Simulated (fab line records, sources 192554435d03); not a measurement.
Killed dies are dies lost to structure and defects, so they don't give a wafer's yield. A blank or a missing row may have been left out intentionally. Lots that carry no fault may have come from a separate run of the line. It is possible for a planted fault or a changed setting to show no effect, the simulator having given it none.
Matching of chambers || flow n5 finfet || 4 sister chambers for N5_BEOL_M9_STRIP_36 on rie diel-06
The step strips in N2/H2. 16 wafers are shown with their chamber, then 8 later ones without.

WAFERS WITH THEIR CHAMBER
{"wafer": "L074.1", "chamber": 1, "showerhead plenum p Torr (Torr)": 2.49, "throttle valve pct (%)": 23.8, "oes product au (a.u.)": 0.91}
{"wafer": "L074.2", "chamber": 2, "showerhead plenum p Torr (Torr)": 2.61, "throttle valve pct (%)": 23.7, "oes product au (a.u.)": 0.68}
{"wafer": "L074.3", "chamber": 0, "showerhead plenum p Torr (Torr)": 2.38, "throttle valve pct (%)": 23.7, "oes product au (a.u.)": 0.68}
{"wafer": "L079.1", "chamber": 0, "showerhead plenum p Torr (Torr)": 2.38, "throttle valve pct (%)": 23.7, "oes product au (a.u.)": 0.68}
{"wafer": "L079.2", "chamber": 2, "showerhead plenum p Torr (Torr)": 2.61, "throttle valve pct (%)": 23.4, "oes product au (a.u.)": 0.97}
{"wafer": "L079.3", "chamber": 1, "showerhead plenum p Torr (Torr)": 2.48, "throttle valve pct (%)": 23.8, "oes product au (a.u.)": 0.88}
{"wafer": "L078.2", "chamber": 3, "showerhead plenum p Torr (Torr)": 2.42, "throttle valve pct (%)": 23.5, "oes product au (a.u.)": 0.75}
{"wafer": "L078.4", "chamber": 1, "showerhead plenum p Torr (Torr)": 2.48, "throttle valve pct (%)": 23.8, "oes product au (a.u.)": 0.87}
{"wafer": "L078.5", "chamber": 3, "showerhead plenum p Torr (Torr)": 2.42, "throttle valve pct (%)": 23.5, "oes product au (a.u.)": 0.75}
{"wafer": "L080.2", "chamber": 3, "showerhead plenum p Torr (Torr)": 2.42, "throttle valve pct (%)": 23.5, "oes product au (a.u.)": 0.75}
{"wafer": "L080.4", "chamber": 2, "showerhead plenum p Torr (Torr)": 2.60, "throttle valve pct (%)": 23.4, "oes product au (a.u.)": 0.92}
{"wafer": "L080.5", "chamber": 1, "showerhead plenum p Torr (Torr)": 2.48, "throttle valve pct (%)": 23.8, "oes product au (a.u.)": 0.86}
{"wafer": "L082.1", "chamber": 2, "showerhead plenum p Torr (Torr)": 2.60, "throttle valve pct (%)": 23.4, "oes product au (a.u.)": 0.91}
{"wafer": "L082.4", "chamber": 2, "showerhead plenum p Torr (Torr)": 2.60, "throttle valve pct (%)": 23.4, "oes product au (a.u.)": 0.92}
{"wafer": "L082.6", "chamber": 3, "showerhead plenum p Torr (Torr)": 2.41, "throttle valve pct (%)": 23.5, "oes product au (a.u.)": 0.74}
{"wafer": "L086.3", "chamber": 3, "showerhead plenum p Torr (Torr)": 2.41, "throttle valve pct (%)": 23.5, "oes product au (a.u.)": 0.73}

SIGNATURES, as means of the wafers listed above
{"reading": "showerhead plenum p Torr", "chamber 0": 2.3800, "chamber 1": 2.4825, "chamber 2": 2.6040, "chamber 3": 2.4160, "scatter within a chamber": 0.00512}
{"reading": "throttle valve pct", "chamber 0": 23.700, "chamber 1": 23.800, "chamber 2": 23.460, "chamber 3": 23.500, "scatter within a chamber": 0.0775}
{"reading": "oes product au", "chamber 0": 0.6800, "chamber 1": 0.8800, "chamber 2": 0.8800, "chamber 3": 0.7440, "scatter within a chamber": 0.067}
Rule: for a wafer and a chamber, the distance is found by dividing, reading by reading, the gap between the wafer's reading and the chamber's mean by the reading's scatter, squaring, summing and taking the root. The wafer belongs to the nearest chamber; if the next one is less than 2 further off, it can't be placed. The scatter: the root of (the sum of the squares of (reading less its chamber's mean) over the shown wafers, divided by (wafers less chambers)).

WAFERS WHOSE CHAMBER IS MISSING
{"wafer": "L086.4", "showerhead plenum p Torr (Torr)": 2.60, "throttle valve pct (%)": 23.5, "oes product au (a.u.)": 0.88}
{"wafer": "L086.6", "showerhead plenum p Torr (Torr)": 2.60, "throttle valve pct (%)": 23.4, "oes product au (a.u.)": 0.88}
{"wafer": "L092.1", "showerhead plenum p Torr (Torr)": 2.68, "throttle valve pct (%)": 23.4, "oes product au (a.u.)": 0.89}
{"wafer": "L092.3", "showerhead plenum p Torr (Torr)": 2.40, "throttle valve pct (%)": 23.5, "oes product au (a.u.)": 0.72}
{"wafer": "L092.4", "showerhead plenum p Torr (Torr)": 2.47, "throttle valve pct (%)": 23.8, "oes product au (a.u.)": 0.83}
{"wafer": "L096.1", "showerhead plenum p Torr (Torr)": 2.59, "throttle valve pct (%)": 23.5, "oes product au (a.u.)": 0.87}
{"wafer": "L096.4", "showerhead plenum p Torr (Torr)": 2.46, "throttle valve pct (%)": 23.8, "oes product au (a.u.)": 0.83}
{"wafer": "L096.6", "showerhead plenum p Torr (Torr)": 2.59, "throttle valve pct (%)": 23.5, "oes product au (a.u.)": 0.85}

EACH ONE'S CHAMBER
{"wafer": "L086.4", "from the rows above": 2, "in truth": 2}
{"wafer": "L086.6", "from the rows above": 2, "in truth": 2}
{"wafer": "L092.1", "from the rows above": 2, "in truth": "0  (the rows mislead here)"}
{"wafer": "L092.3", "from the rows above": "can't be placed: 3 or 0", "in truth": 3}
{"wafer": "L092.4", "from the rows above": 1, "in truth": 1}
{"wafer": "L096.1", "from the rows above": 2, "in truth": 2}
{"wafer": "L096.4", "from the rows above": 1, "in truth": 1}
{"wafer": "L096.6", "from the rows above": 2, "in truth": 2}
Placed correctly: 6 of 8. Cannot be placed on the basis of these rows: 1; the candidates contain the true chamber in 1. Number placed wrongly: 1.
